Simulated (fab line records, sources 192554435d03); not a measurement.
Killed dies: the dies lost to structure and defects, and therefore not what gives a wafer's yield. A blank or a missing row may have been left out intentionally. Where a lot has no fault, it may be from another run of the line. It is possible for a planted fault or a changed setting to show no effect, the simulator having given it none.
Split-lot experiment ; flow n5_finfet ; 21 wafers read from 7 lots, route of 1938 steps

## THE SPLIT ITSELF
At N5_BEOL_M7_VIA_ETCH_34 (etches SiCOH lowk in C4F6/O2, target depth 125.5 nm, time 50.5 s), the setting source_w was moved away from the recipe's 345 W on 5 of the 21 wafers read, by -12.7% to +11.4%. For the rest of the wafers, this setting stayed at what the recipe calls for.

Reading taken at the split's own step.

## THE READING
rf_vpp_V, in V, at N5_BEOL_M7_VIA_ETCH_34 (etches SiCOH lowk in C4F6/O2, target depth 125.5 nm, time 50.5 s). Fault-free wafers of this fab line usually give 666 V, standard deviation 4.5 V.

wafer;tool, chamber at the split;source_w as run, W;against the recipe;rf_vpp_V, V;against lot-mates on the recipe
L075.1;rie_diel-04, 2;345;recipe;664;-
L075.4;rie_diel-04, 0;345;recipe;669;-
L075.5;rie_diel-04, 1;345;recipe;666;-
L077.2;rie_diel-05, 1;345;recipe;661;-
L077.3;rie_diel-05, 2;301.2;-12.7%;720;+58
L077.5;rie_diel-05, 0;345;recipe;664;-
L078.2;rie_diel-03, 2;345;recipe;663;-
L078.4;rie_diel-03, 1;345;recipe;662;-
L078.5;rie_diel-03, 0;345;recipe;664;-
L083.2;rie_diel-03, 0;384.3;+11.4%;630;-38
L083.4;rie_diel-03, 2;345;recipe;662;-
L083.6;rie_diel-03, 3;345;recipe;673;-
L088.1;rie_diel-03, 1;345;recipe;662;-
L088.4;rie_diel-03, 2;367.9;+6.6%;640;-22
L088.5;rie_diel-03, 2;345;recipe;662;-
L090.3;rie_diel-05, 0;315.3;-8.6%;694;+30
L090.5;rie_diel-05, 0;345;recipe;664;-
L090.6;rie_diel-05, 1;315.3;-8.6%;693;+29
L092.1;rie_diel-04, 3;345;recipe;660;-
L092.2;rie_diel-04, 2;345;recipe;663;-
L092.5;rie_diel-04, 0;345;recipe;668;-

FIT RESULTS
A straight line over all 21 wafers: rf_vpp_V changes by -3.63 V for each +1% of source_w; r = -0.98; the points scatter about the line by 4.1 V.
The same after taking each lot's own level away (the mean of its wafers on the recipe; 21 wafers): -3.73 V for each +1%; r = -0.98; scatter 3.7 V.
According to that fit, moving source_w by its largest amount changes the reading by 47 V.
Across the lots, their own levels run from 662.0 to 667.5 V, a range of 1.2 times the standard deviation given above.
So the lot-to-lot level changes the slope little: the two slopes agree.
Check: with one of the wafers moved furthest among these (-12.7%) left out of the fit, the line predicts +42.7 V for it against its lot-mates. Against them it came out at +57.5 V.
Tool readings at the split's step, against how far the setting was moved: rf_vpp_V r = -0.98.

## THESE WAFERS: OTHER SPLITS
Other splits were also applied to these wafers ahead of the reading. Each is held against what the fit with the lots' levels taken away leaves over:
other split on the same wafers;wafers away from the commonest value;r with rf_vpp_V (lot level and that fit taken away)
N5_BEOL_M4_COAT_62 spin_rpm;7;-0.03
N5_BEOL_M5_DESCUM_16 time_s;7;-0.04
N5_BEOL_M5_ETCH_72 source_w;6;+0.25
N5_BEOL_M6_COAT_22 spin_rpm;6;+0.25
N5_BEOL_M6_EXPOSE_25 dose_mj;8;-0.20

## THE WHOLE CHAIN: every reading that the file lists as answering this split, in the file's order
step;what it does;reading;change (the file's fit);r (the file's)
N5_BEOL_M7_VIA_ETCH_34;etches SiCOH lowk in C4F6/O2, target depth 125.5 nm, time 50.5 s;rf_vpp_V;-3.79 V for each +1% of the setting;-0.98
N5_BEOL_M7_VIA_ETCH_34;etches SiCOH lowk in C4F6/O2, target depth 125.5 nm, time 50.5 s;etch.depth_nm (the simulator's own value, which no gauge read);+0.471 nm for each +1% of the setting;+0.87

## THE FILE'S OWN FIT
rf_vpp_V changes by -3.79 V for each +1% of source_w, r = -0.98.
